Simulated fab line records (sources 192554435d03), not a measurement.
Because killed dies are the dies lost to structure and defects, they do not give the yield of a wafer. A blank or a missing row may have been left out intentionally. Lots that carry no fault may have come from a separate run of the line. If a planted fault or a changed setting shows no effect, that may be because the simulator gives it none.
Matching of chambers | flow n5-finfet | N5_BEOL_M0_ETCH_128 on rie-diel-04: 4 sister chambers
The step etches SiCN in CF4/N2, target depth 12 nm, overetch 5.1 nm, time 21.4 s. 4 wafers are shown with their chamber, then 7 later ones without.

## WAFERS WITH THEIR CHAMBER
wafer  | chamber | showerhead-plenum-p-Torr (Torr)
L076.4 | 0       | 2.27
L084.2 | 3       | 2.13
L085.1 | 2       | 2.18
L085.5 | 1       | 2.26

## WAFERS WHOSE CHAMBER IS MISSING
wafer  | showerhead-plenum-p-Torr (Torr)
L085.6 | 2.18
L087.1 | 2.27
L087.5 | 2.27
L087.6 | 2.25
L094.1 | 2.13
L094.2 | 2.17
L094.6 | 2.27

## EACH ONE'S CHAMBER
wafer  | from the rows above     | in truth
L085.6 | 2                       | 2
L087.1 | can't be placed: 0 or 1 | 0
L087.5 | can't be placed: 0 or 1 | 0
L087.6 | can't be placed: 1 or 0 | 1
L094.1 | 3                       | 3
L094.2 | 2                       | 2
L094.6 | can't be placed: 0 or 1 | 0
Correct placement for 3 of the 7. From these rows, 4 cannot be placed; in 4 the true chamber is one of the candidates. Number placed wrongly: 0.
How it was worked out, from the rows above alone: a wafer's distance from a chamber is the root of the sum, over the readings, of the square of ((its reading less the chamber's mean) divided by the reading's scatter). The wafer belongs to the nearest chamber; if the next one is less than 2 further off, it can't be placed. For every chamber, the mean is computed from those of its wafers that are shown. The scatter (one wafer shown for each chamber): square how far every hidden wafer sits from the nearest shown wafer, average those squares and take the square root.
